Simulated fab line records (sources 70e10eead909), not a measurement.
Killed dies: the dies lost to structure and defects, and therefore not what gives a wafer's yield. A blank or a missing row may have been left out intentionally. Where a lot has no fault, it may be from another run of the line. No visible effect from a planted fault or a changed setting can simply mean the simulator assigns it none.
One fault through the eyes of 2 desks + flow nand_harc + numbers are kept per desk, each desk with only its own; the story behind them comes last

FOR THE TOOL OWNER'S DESK: litho_track-01
Per lot that ran on this tool, the mean of the sampled wafers carrying a number, from the tool's own readings at NHARC_A_CHANNEL_HOLE_D1_SOFTBAKE_05 (time 55 s). A lot is out of limits, marked OUT, if its mean lies more than 4 standard deviations from the usual mean; the brackets give that distance.
Columns: A = heater_power_total_W at NHARC_A_CHANNEL_HOLE_D1_SOFTBAKE_05, usual 188.46 W; B = plate_temp_C at NHARC_A_CHANNEL_HOLE_D1_SOFTBAKE_05, usual 104.97 C; C = resist_line_temp_C at NHARC_A_CHANNEL_HOLE_D1_SOFTBAKE_05, usual 23.03 C
| lot  | first seen here | A                | B               | C     |
|------|-----------------|------------------|-----------------|-------|
| L146 | day 8 15:00     | 188.54           | 104.98          | 23.00 |
| L149 | day 10 01:00    | 188.46           | 104.88          | 23.06 |
| L151 | day 10 23:00    | 188.46           | 105.16          | 22.96 |
| L153 | day 11 22:00    | 175.75 (-85) OUT | 99.70 (-41) OUT | 23.01 |
| L155 | day 13 01:00    | 175.57 (-86) OUT | 99.56 (-42) OUT | 22.91 |
| L165 | day 16 19:00    | 188.43           | 104.86          | 23.09 |
This desk's verdict: out of limits on L153, L155, starting with L153 at day 11 22:00 (heater_power_total_W at NHARC_A_CHANNEL_HOLE_D1_SOFTBAKE_05). L146, L149, L151, L165 stayed within limits.

THE METROLOGY DESK
Lot by lot, what the gauges showed, no matter which tool ran the lot: averages of those sampled wafers that carry a number. A lot is out of limits, marked OUT, if its mean lies more than 4 standard deviations from the usual mean; the brackets give that distance.
Columns: A = thk_nm at NHARC_A_ONON_D1_THK_MEAS_02, usual 1000 nm; B = overlay_x_nm at NHARC_A_CHANNEL_HOLE_D1_OVL_MEAS_11, usual -0.3 nm; C = overlay_y_nm at NHARC_A_CHANNEL_HOLE_D1_OVL_MEAS_11, usual -0.2 nm; D = cd_nm at NHARC_A_CHANNEL_HOLE_D1_CD_MEAS_18, usual 99 nm
| lot  | first seen here | A    | B    | C    | D   |
|------|-----------------|------|------|------|-----|
| L146 | day 7 23:17     | 997  | -0.4 | 0.4  | 98  |
| L147 | day 8 12:19     | 1009 | 0.3  | 1.5  | 97  |
| L148 | day 9 03:01     | 1004 | 0.3  | 1.0  | 100 |
| L149 | day 9 09:52     | 1001 | -0.7 | 0.2  | 99  |
| L151 | day 10 07:21    | 1005 | -0.0 | -1.7 | 97  |
| L153 | day 11 03:46    | 990  | 0.4  | -0.5 | 100 |
| L154 | day 11 15:21    | 991  | -0.8 | -0.5 | 101 |
| L155 | day 12 09:23    | 1003 | 0.7  | 0.7  | 101 |
| L162 | day 14 12:32    | 1010 | -1.0 | -1.0 | 98  |
| L164 | day 15 12:15    | 1000 | -1.0 | 0.6  | 102 |
| L165 | day 16 01:00    | 1021 | -0.9 | 0.8  | 100 |
| L166 | day 16 17:05    | 995  | -0.3 | -0.8 | 101 |
| L167 | day 17 02:55    | 998  | 1.0  | 0.1  | 98  |
| L168 | day 17 02:55    | 993  | 1.2  | -1.2 | 95  |
Result from this desk: across the 14 lots, nothing is out of limits.

TAKEN TOGETHER
At day 11 22:00, on L153, L155, the tool owner's desk was in a position to raise an alarm.
The metrology desk saw nothing out of limits.
The metrology desk has L153, L155 on record, within its limits.
NHARC_A_CHANNEL_HOLE_D1_SOFTBAKE_05 was run on litho_track-01 by each of the lots named.

WHAT HAD BEEN PUT IN BY THE SIMULATOR
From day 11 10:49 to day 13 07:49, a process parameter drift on litho_track-01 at NHARC_A_CHANNEL_HOLE_D1_SOFTBAKE_05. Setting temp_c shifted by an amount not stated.
Struck lots among those shown: L153, L155.
Each desk's first reading out of limits, in hours after the fault started: the tool owner's desk, 11.
